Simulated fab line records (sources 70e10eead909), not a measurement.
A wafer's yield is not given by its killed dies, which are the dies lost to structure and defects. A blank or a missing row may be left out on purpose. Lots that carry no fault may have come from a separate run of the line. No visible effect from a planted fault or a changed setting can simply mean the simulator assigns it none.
fab line records	flow nand_harc
[record] lots = 24	wafers = 72	last_day = 34
route steps=1302 shown A_BONDPAD@1215 THIN_TSV@1245
lots that met no fault: from a run of the same line without faults
start_h: the number of hours between the record's first day and the start of the first shown wafer of the lot	wait_h: hours since the lot's step before	" the same as in the row above	L1.1+2: several wafers, shown together as one row	- no value present, or no start provided	* or withheld: withheld	< > ~ a bound
route shown NAME@n: a module of which the file shows steps, and the number in the route of the first	usual: average and standard deviation across the fault-free wafers	same: alike in all rows	chamber/n: place in a boat	sites: per-site readings	_std_site: the standard deviation of these	_edge_site: the outer-site mean with the inner-site mean subtracted	radius_mm: for every site, how far away it sits from the centre of the wafer	mask NAME#n: copy n	behind: the most recent tool/chamber to have shaped the wafer	hold: why the lot was held/for how many hours/how that ended	device: names the non-switching transistor (n, p or np)	end of line: at the end of the route, the tests of the same wafers	step lacking rows: just its recipe	killed: the dies lost at the first sort to structure and to defects; this is not the yield of the wafer	map: per-die view of a wafer (x killed, . not killed, _ where there is no die)
set.NAME: setting as actually run; set.NAME@STEP: the setting as run at that earlier step	model.NAME: the simulator's own value behind a step, which no gauge read
one table for each step of the route and one row for each wafer, over a sample of lots
services: when a tool's chamber went out of use (start_h, in hours from the record's first day, below 0 if earlier), for how many hours, and the reason
[[steps]]
[step NHARC_A_BONDPAD_CD_MEAS_09]
[recipe] target_cd_nm = 500	landing_energy_ev = 500
[usual] cd_nm = 500.0/1.7
lot.wafer	tool	chamber	start_h	wait_h	cd_nm
L077.4	cd_sem-01	0	552.22	-	500.5
L077.5	"	0	"	"	500.3
L077.6	"	0	"	"	500.4
L074.1	cd_sem-03	0	554.38	-	500.3
L074.4	"	0	"	"	502.2
L074.6	"	0	"	"	502.1
L075.2	cd_sem-01	0	561.68	-	500.5
L075.5	"	0	"	"	501.8
L075.6	"	0	"	"	500.7
L076.1	cd_sem-03	0	566.33	-	496.9
L076.2	"	0	"	"	498.1
L076.5	"	0	"	"	499.1
L078.3	cd_sem-01	0	582.58	-	500.3
L078.5	"	0	"	"	499.6
L078.6	"	0	"	"	501.0
L079.2	cd_sem-01	0	586.35	-	499.3
L079.4	"	0	"	"	501.7
L079.5	"	0	"	"	499.8
L081.2	cd_sem-01	0	593.20	-	499.0
L081.5	"	0	"	"	499.9
L081.6	"	0	"	"	500.8
L080.4	cd_sem-01	0	595.83	-	501.9
L080.5	"	0	"	"	497.8
L080.6	"	0	"	"	503.2
L082.1	cd_sem-01	0	622.73	-	503.9
L082.2	"	0	"	"	500.6
L082.4	"	0	"	"	500.0
L083.1	cd_sem-02	0	638.14	-	498.6
L083.2	"	0	"	"	498.9
L083.3	"	0	"	"	497.9
L084.2	cd_sem-03	0	638.97	-	499.8
L084.3	"	0	"	"	503.5
L084.6	"	0	"	"	499.9
L085.1	cd_sem-01	0	644.87	-	500.2
L085.3	"	0	"	"	499.9
L085.4	"	0	"	"	500.1
L086.1	cd_sem-03	0	649.92	-	500.0
L086.2	"	0	"	"	504.0
L086.5	"	0	"	"	498.4
L087.1	cd_sem-01	0	655.08	-	497.4
L087.5	"	0	"	"	496.9
L087.6	"	0	"	"	499.0
L089.2	cd_sem-03	0	674.87	-	501.8
L089.4	"	0	"	"	500.5
L089.6	"	0	"	"	500.9
L088.1	cd_sem-02	0	676.30	-	498.7
L088.5	"	0	"	"	500.4
L088.6	"	0	"	"	498.4
L090.1	cd_sem-02	0	711.08	-	497.1
L090.4	"	0	"	"	499.5
L090.5	"	0	"	"	501.8
L092.1	cd_sem-02	0	718.70	-	501.0
L092.3	"	0	"	"	498.5
L092.4	"	0	"	"	500.7
L091.1	cd_sem-02	0	720.45	-	499.5
L091.2	"	0	"	"	498.9
L091.3	"	0	"	"	500.5
L093.1	cd_sem-01	0	722.90	-	500.8
L093.2	"	0	"	"	498.8
L093.4	"	0	"	"	500.4
L094.1	cd_sem-03	0	733.27	-	498.3
L094.2	"	0	"	"	499.2
L094.5	"	0	"	"	500.8
L095.3	cd_sem-01	0	751.93	-	498.0
L095.4	"	0	"	"	498.6
L095.6	"	0	"	"	499.0
L097.2	cd_sem-03	0	763.78	-	500.0
L097.5	"	0	"	"	501.6
L097.6	"	0	"	"	500.3
L096.1	cd_sem-02	0	775.75	-	498.4
L096.2	"	0	"	"	497.5
L096.6	"	0	"	"	497.3
[step NHARC_A_BONDPAD_PRE_CLEAN_26]
[recipe] time_s = 30	temp_c = 280	gas = H2/He
[usual] heater_power_w = 406/42
lot.wafer	tool	chamber	start_h	wait_h	heater_power_w
L077.4	pvd_sputter-01	-	-	-	446
L077.6	"	-	"	"	433
L077.5	"	-	"	"	429
L074.4	pvd_sputter-02	-	-	-	446
L074.1	"	-	"	"	398
L074.6	"	-	"	"	445
L075.2	pvd_sputter-03	-	-	-	396
L075.5	"	-	"	"	379
L075.6	"	-	"	"	439
L076.2	pvd_sputter-02	-	567.63	0.0	438
L076.1	"	-	"	"	399
L076.5	"	-	"	"	435
L078.3	pvd_sputter-02	-	-	-	439
L078.6	"	-	"	"	396
L078.5	"	-	"	"	463
L079.4	pvd_sputter-02	-	-	-	475
L079.2	"	-	"	"	439
L079.5	"	-	"	"	481
L081.2	pvd_sputter-02	-	-	-	398
L081.5	"	-	"	"	427
L081.6	"	-	"	"	434
L080.4	pvd_sputter-03	-	-	-	381
L080.5	"	-	"	"	447
L080.6	"	-	"	"	353
L082.1	pvd_sputter-03	-	-	-	359
L082.2	"	-	"	"	403
L082.4	"	-	"	"	373
L083.3	pvd_sputter-01	-	-	-	352
L083.1	"	-	"	"	313
L083.2	"	-	"	"	442
L084.3	pvd_sputter-01	-	-	-	320
L084.2	"	-	"	"	437
L084.6	"	-	"	"	412
L085.1	pvd_sputter-03	-	-	-	446
L085.4	"	-	"	"	408
L085.3	"	-	"	"	376
L086.1	pvd_sputter-03	-	-	-	358
L086.2	"	-	"	"	394
L086.5	"	-	"	"	355
L087.1	pvd_sputter-02	-	-	-	413
L087.6	"	-	"	"	442
L087.5	"	-	"	"	395
L089.4	pvd_sputter-01	-	-	-	449
L089.2	"	-	"	"	336
L089.6	"	-	"	"	310
L088.1	pvd_sputter-03	-	-	-	404
L088.6	"	-	"	"	432
L088.5	"	-	"	"	357
L090.1	pvd_sputter-01	-	-	-	315
L090.4	"	-	"	"	417
L090.5	"	-	"	"	316
L092.1	pvd_sputter-03	-	-	-	395
L092.4	"	-	"	"	431
L092.3	"	-	"	"	399
L091.3	pvd_sputter-02	-	-	-	406
L091.2	"	-	"	"	435
L091.1	"	-	"	"	437
L093.1	pvd_sputter-01	-	-	-	411
L093.4	"	-	"	"	345
L093.2	"	-	"	"	317
L094.2	pvd_sputter-03	-	-	-	391
L094.1	"	-	"	"	458
L094.5	"	-	"	"	404
L095.3	pvd_sputter-02	-	-	-	447
L095.4	"	-	"	"	417
L095.6	"	-	"	"	455
L097.2	pvd_sputter-02	-	-	-	441
L097.6	"	-	"	"	415
L097.5	"	-	"	"	436
L096.1	pvd_sputter-03	-	-	-	405
L096.2	"	-	"	"	437
L096.6	"	-	"	"	400
[step NHARC_THIN_TSV_CMP_01]
[recipe] target_thk_um = 3
[usual] motor_current_A = 11.9/1.6
lot.wafer	tool	chamber	start_h	wait_h	motor_current_A
L074.4	cmp-03	1	571.00	0.4	10.2
L074.1	"	0	"	"	8.6
L074.6	"	2	"	"	12.7
L077.4	cmp-03	0	572.25	0.5	8.4
L077.6	"	2	"	"	12.4
L077.5	"	3	"	"	11.3
L075.2	cmp-04	1	575.36	0.8	13.2
L075.5	"	1	"	"	13.4
L075.6	"	2	"	"	13.6
L076.2	cmp-03	0	583.40	0.9	8.2
L076.1	"	2	"	"	12.6
L076.5	"	3	"	"	11.9
L078.3	cmp-03	3	596.58	0.6	11.5
L078.5	"	2	"	"	12.6
L078.6	"	3	"	"	11.6
L079.4	cmp-03	0	604.29	0.4	8.4
L079.2	"	2	"	"	12.9
L079.5	"	1	"	"	11.0
L081.2	cmp-04	1	605.48	0.8	12.9
L081.5	"	1	"	"	13.1
L081.6	"	2	"	"	12.7
L080.4	cmp-03	0	609.42	0.4	8.8
L080.5	"	0	"	"	8.7
L080.6	"	1	"	"	11.3
L082.2	cmp-04	0	637.38	0.8	11.8
L082.4	"	1	"	"	13.9
L082.1	"	3	"	"	13.9
L083.3	cmp-04	3	652.71	0.7	13.5
L083.2	"	0	"	"	11.7
L083.1	"	1	"	"	13.8
L084.2	cmp-04	0	653.95	0.9	12.1
L084.3	"	1	"	"	13.0
L084.6	"	2	"	"	13.2
L085.3	cmp-02	2	658.63	0.6	10.6
L085.4	"	3	"	"	12.2
L085.1	"	0	"	"	10.0
L086.1	cmp-04	3	663.64	1.1	14.0
L086.2	"	1	"	"	13.1
L086.5	"	2	"	"	13.0
L087.1	cmp-04	0	668.91	1.1	11.4
L087.5	"	1	"	"	13.2
L087.6	"	2	"	"	13.4
L089.4	cmp-03	3	688.62	0.5	11.0
L089.2	"	0	"	"	8.6
L089.6	"	2	"	"	12.5
L088.1	cmp-04	1	689.75	1.0	13.4
L088.5	"	1	"	"	13.3
L088.6	"	2	"	"	12.7
L090.4	cmp-02	0	724.80	0.5	10.6
L090.1	"	2	"	"	11.4
L090.5	"	0	"	"	10.4
L092.1	cmp-04	2	732.39	1.0	13.1
L092.4	"	3	"	"	13.1
L092.3	"	0	"	"	11.8
L091.2	cmp-04	2	733.60	0.8	13.1
L091.3	"	3	"	"	13.4
L091.1	"	0	"	"	11.8
L093.2	cmp-02	3	736.71	0.8	10.8
L093.4	"	1	"	"	11.7
L093.1	"	2	"	"	11.1
L094.1	cmp-03	1	759.11	1.0	10.3
L094.2	"	2	"	"	12.9
L094.5	"	0	"	"	8.2
L095.3	cmp-03	1	765.54	0.6	10.6
L095.4	"	2	"	"	12.8
L095.6	"	2	"	"	12.3
L097.2	cmp-04	1	777.55	0.8	13.2
L097.6	"	1	"	"	12.6
L097.5	"	2	"	"	13.4
L096.1	cmp-03	0	789.60	1.1	8.4
L096.2	"	1	"	"	10.2
L096.6	"	2	"	"	12.6
[step NHARC_THIN_TSV_PRE_CLEAN_54]
[recipe] time_s = 30	temp_c = 280	gas = H2/He
[usual] heater_power_w = 404/44
lot.wafer	tool	chamber	start_h	wait_h	heater_power_w
L074.4	pvd_sputter-02	-	577.22	0.1	402
L074.1	"	-	"	"	467
L074.6	"	-	"	"	489
L077.4	pvd_sputter-03	-	578.39	0.0	447
L077.6	"	-	"	"	459
L077.5	"	-	"	"	360
L075.2	pvd_sputter-03	-	581.59	0.1	370
L075.5	"	-	"	"	377
L075.6	"	-	"	"	441
L076.1	pvd_sputter-02	-	590.34	0.1	438
L076.2	"	-	"	"	396
L076.5	"	-	"	"	479
L078.3	pvd_sputter-03	-	602.75	0.1	363
L078.5	"	-	"	"	392
L078.6	"	-	"	"	443
L079.2	pvd_sputter-01	-	610.79	0.1	409
L079.4	"	-	"	"	348
L079.5	"	-	"	"	312
L081.2	pvd_sputter-03	-	611.98	0.1	399
L081.6	"	-	"	"	429
L081.5	"	-	"	"	355
L080.4	pvd_sputter-02	-	615.62	0.1	477
L080.6	"	-	"	"	434
L080.5	"	-	"	"	429
L082.1	pvd_sputter-01	-	643.75	0.1	339
L082.4	"	-	"	"	316
L082.2	"	-	"	"	453
L083.2	pvd_sputter-01	-	658.88	0.1	442
L083.3	"	-	"	"	412
L083.1	"	-	"	"	353
L084.2	pvd_sputter-02	-	660.09	0.1	403
L084.3	"	-	"	"	443
L084.6	"	-	"	"	450
L085.3	pvd_sputter-02	-	664.82	0.0	452
L085.4	"	-	"	"	422
L085.1	"	-	"	"	447
L086.2	pvd_sputter-03	-	669.78	0.0	448
L086.1	"	-	"	"	394
L086.5	"	-	"	"	448
L087.1	pvd_sputter-03	-	675.02	0.1	450
L087.5	"	-	"	"	375
L087.6	"	-	"	"	449
L089.2	pvd_sputter-03	-	694.71	0.0	401
L089.4	"	-	"	"	385
L089.6	"	-	"	"	404
L088.1	pvd_sputter-02	-	695.95	0.1	401
L088.6	"	-	"	"	449
L088.5	"	-	"	"	430
L090.4	pvd_sputter-03	-	730.92	0.0	402
L090.1	"	-	"	"	359
L090.5	"	-	"	"	389
L092.1	pvd_sputter-01	-	738.83	0.1	312
L092.3	"	-	"	"	406
L092.4	"	-	"	"	342
L091.2	pvd_sputter-02	-	739.78	0.0	398
L091.1	"	-	"	"	425
L091.3	"	-	"	"	428
L093.4	pvd_sputter-03	-	742.88	0.1	400
L093.1	"	-	"	"	427
L093.2	"	-	"	"	354
L094.2	pvd_sputter-03	-	765.45	0.1	402
L094.1	"	-	"	"	404
L094.5	"	-	"	"	395
L095.3	pvd_sputter-02	-	771.80	0.1	427
L095.4	"	-	"	"	437
L095.6	"	-	"	"	452
L097.2	pvd_sputter-01	-	783.85	0.0	319
L097.5	"	-	"	"	317
L097.6	"	-	"	"	329
L096.2	pvd_sputter-01	-	795.71	0.1	336
L096.1	"	-	"	"	405
L096.6	"	-	"	"	320
[step NHARC_THIN_TSV_ETCH_36]
[recipe] target_depth_a = 650	over_etch_frac = 0.3	time_s = 18.571	ion_energy_ev = 150	chemistry = Cl2/BCl3
[usual] drypump_motor_current_A = 5.8/0.31	oes_product_au = 1.001/0.01
[same] over_etch_frac = 0.3
lot.wafer	tool	chamber	start_h	wait_h	drypump_motor_current_A	oes_product_au	rf_hours_counter_h
L074.1	rie_metal-03	0	579.37	0.2	5.9	1.003	0.7
L074.4	"	1	"	"	5.8	0.994	-
L074.6	"	1	"	"	5.8	0.999	-
L077.4	rie_metal-02	1	580.03	0.1	6.1	1.002	-
L077.5	"	1	"	"	6.1	0.998	-
L077.6	"	0	"	"	5.4	1.024	-
L075.2	rie_metal-02	0	583.22	0.2	5.4	1.021	2.3
L075.6	"	1	"	"	6.1	0.995	-
L075.5	"	0	"	"	5.4	1.020	-
L076.2	rie_metal-02	0	591.94	0.2	5.4	1.020	2.5
L076.1	"	1	"	"	6.1	1.007	2.5
L076.5	"	0	"	"	5.4	1.023	-
L078.3	rie_metal-01	1	604.37	0.1	5.5	0.991	-
L078.5	"	0	"	"	6.3	0.991	-
L078.6	"	1	"	"	5.5	0.991	-
L079.2	rie_metal-02	0	612.26	0.2	5.4	1.006	2.8
L079.4	"	1	"	"	6.1	0.998	-
L079.5	"	1	"	"	6.1	0.994	-
L081.2	rie_metal-02	0	613.46	0.2	5.4	1.014	3.0
L081.6	"	1	"	"	6.1	1.001	-
L081.5	"	0	"	"	5.4	1.019	-
L080.4	rie_metal-03	1	617.31	0.2	5.8	0.988	-
L080.5	"	1	"	"	5.9	0.996	-
L080.6	"	1	"	"	5.9	0.987	-
L082.1	rie_metal-03	1	645.34	0.2	5.8	0.982	1.9
L082.2	"	0	"	"	5.9	1.001	1.5
L082.4	"	0	"	"	5.9	1.003	-
L083.2	rie_metal-02	0	660.48	0.2	5.4	0.990	0.4
L083.1	"	1	"	"	6.1	0.991	0.4
L083.3	"	0	"	"	5.4	0.997	-
L084.2	rie_metal-02	1	661.59	0.2	6.1	0.992	0.6
L084.3	"	0	"	"	5.4	1.008	-
L084.6	"	1	"	"	6.1	0.999	-
L085.1	rie_metal-03	0	666.31	0.2	5.9	1.000	2.2
L085.4	"	0	"	"	5.9	1.005	-
L085.3	"	1	"	"	5.8	0.995	-
L086.2	rie_metal-01	1	671.28	0.2	5.5	1.000	1.7
L086.1	"	0	"	"	6.3	0.994	1.7
L086.5	"	0	"	"	6.3	0.993	-
L087.1	rie_metal-03	0	676.65	0.2	5.9	0.993	2.5
L087.5	"	1	"	"	5.8	0.992	-
L087.6	"	0	"	"	5.9	1.009	-
L089.2	rie_metal-02	1	696.32	0.2	6.1	0.991	1.2
L089.4	"	0	"	"	5.4	1.000	-
L089.6	"	0	"	"	5.4	0.992	-
L088.1	rie_metal-01	0	697.44	0.2	6.3	1.004	2.2
L088.6	"	1	"	"	5.5	0.998	-
L088.5	"	0	"	"	6.3	0.998	-
L090.1	rie_metal-03	0	732.55	0.2	5.9	1.018	0.6
L090.4	"	1	"	"	5.9	1.004	-
L090.5	"	0	"	"	5.9	1.010	-
L092.1	rie_metal-02	0	740.34	0.2	5.4	1.002	1.6
L092.3	"	1	"	"	6.1	0.987	-
L092.4	"	0	"	"	5.4	0.997	-
L091.1	rie_metal-03	0	741.40	0.2	5.9	1.010	0.8
L091.2	"	1	"	"	5.8	1.007	0.8
L091.3	"	0	"	"	5.9	1.004	-
L093.2	rie_metal-01	0	744.48	0.2	6.2	0.993	3.0
L093.1	"	1	"	"	5.5	1.004	3.0
L093.4	"	0	"	"	6.3	1.003	-
L094.1	rie_metal-01	0	767.07	0.2	6.3	1.007	0.4
L094.2	"	1	"	"	5.5	1.001	0.4
L094.5	"	0	"	"	6.3	1.003	-
L095.3	rie_metal-02	0	773.38	0.2	5.4	1.004	-
L095.4	"	1	"	"	6.1	0.984	-
L095.6	"	1	"	"	6.1	0.994	-
L097.2	rie_metal-03	1	785.56	0.2	5.8	1.018	1.3
L097.6	"	1	"	"	5.8	1.012	-
L097.5	"	0	"	"	5.9	1.013	-
L096.1	rie_metal-01	1	797.31	0.2	5.5	1.011	0.8
L096.2	"	0	"	"	6.3	1.008	0.8
L096.6	"	0	"	"	6.3	1.002	-
[step NHARC_THIN_TSV_INSPECT_40]
[usual] raw_defect_count = 559/83
lot.wafer	tool	chamber	start_h	wait_h	raw_defect_count
L074.1	defect_inspect-02	-	584.79	0.4	592
L074.4	"	-	"	"	508
L074.6	"	-	"	"	581
L077.4	defect_inspect-01	-	584.79	0.4	633
L077.5	"	-	"	"	601
L077.6	"	-	"	"	694
L075.2	defect_inspect-01	-	588.70	0.4	466
L075.5	"	-	"	"	506
L075.6	"	-	"	"	638
L076.1	defect_inspect-01	-	599.97	0.4	622
L076.2	"	-	"	"	572
L076.5	"	-	"	"	782
L078.3	defect_inspect-02	-	609.89	0.4	499
L078.5	"	-	"	"	534
L078.6	"	-	"	"	482
L081.2	defect_inspect-02	-	619.43	0.4	652
L081.5	"	-	"	"	531
L081.6	"	-	"	"	442
L079.2	defect_inspect-01	-	619.43	0.4	584
L079.4	"	-	"	"	570
L079.5	"	-	"	"	502
L080.4	defect_inspect-01	-	623.77	0.4	538
L080.5	"	-	"	"	557
L080.6	"	-	"	"	637
L082.1	defect_inspect-01	-	650.77	0.4	650
L082.2	"	-	"	"	515
L082.4	"	-	"	"	572
L083.1	defect_inspect-01	-	666.04	0.4	579
L083.2	"	-	"	"	757
L083.3	"	-	"	"	441
L084.2	defect_inspect-02	-	666.04	0.4	518
L084.3	"	-	"	"	548
L084.6	"	-	"	"	476
L085.1	defect_inspect-01	-	671.83	0.4	424
L085.3	"	-	"	"	494
L085.4	"	-	"	"	462
L086.1	defect_inspect-02	-	679.17	0.4	505
L086.2	"	-	"	"	489
L086.5	"	-	"	"	617
L087.1	defect_inspect-01	-	679.17	0.4	613
L087.5	"	-	"	"	588
L087.6	"	-	"	"	558
L088.1	defect_inspect-01	-	701.81	0.4	710
L088.5	"	-	"	"	566
L088.6	"	-	"	"	602
L089.2	defect_inspect-02	-	701.81	0.4	491
L089.4	"	-	"	"	614
L089.6	"	-	"	"	437
L090.1	defect_inspect-01	-	737.97	0.4	627
L090.4	"	-	"	"	711
L090.5	"	-	"	"	627
L091.1	defect_inspect-02	-	745.87	0.4	437
L091.2	"	-	"	"	549
L091.3	"	-	"	"	495
L092.1	defect_inspect-01	-	745.87	0.4	667
L092.3	"	-	"	"	554
L092.4	"	-	"	"	701
L093.1	defect_inspect-01	-	750.05	0.4	446
L093.2	"	-	"	"	476
L093.4	"	-	"	"	630
L094.1	defect_inspect-01	-	772.61	0.4	515
L094.2	"	-	"	"	494
L094.5	"	-	"	"	510
L095.3	defect_inspect-02	-	779.18	0.4	499
L095.4	"	-	"	"	455
L095.6	"	-	"	"	513
L097.2	defect_inspect-01	-	791.06	0.4	480
L097.5	"	-	"	"	598
L097.6	"	-	"	"	668
L096.1	defect_inspect-01	-	802.83	0.4	499
L096.2	"	-	"	"	641
L096.6	"	-	"	"	462
[[services]]
tool	chamber	start_h	hours	kind
cmp-04	-	531.03	0.8	repair
cmp-04	-	537.33	11.6	repair
pvd_sputter-03	-	548.73	7.0	repair
cmp-03	-	554.06	4.0	pm
pvd_sputter-01	-	582.05	10.0	pm
pvd_sputter-03	-	585.00	4.6	repair
cmp-04	-	589.16	1.7	repair
pvd_sputter-01	-	595.80	3.2	repair
cmp-04	-	601.19	4.0	pm
cmp-04	-	607.17	1.4	repair
pvd_sputter-03	-	630.01	9.6	repair
rie_metal-02	-	631.00	9.0	pm
pvd_sputter-02	-	638.00	10.0	pm
cmp-03	-	652.06	4.0	pm
cmp-04	-	684.90	1.9	repair
cmp-04	-	699.19	4.0	pm
pvd_sputter-03	-	704.80	10.0	pm
cmp-04	-	713.67	0.4	repair
pvd_sputter-01	-	760.05	10.0	pm
cmp-04	-	761.59	6.5	repair
pvd_sputter-01	-	775.49	2.5	repair
pvd_sputter-03	-	792.16	8.5	repair
pvd_sputter-02	-	793.30	4.2	repair
cmp-04	-	797.19	4.0	pm
[[key]]
fault none
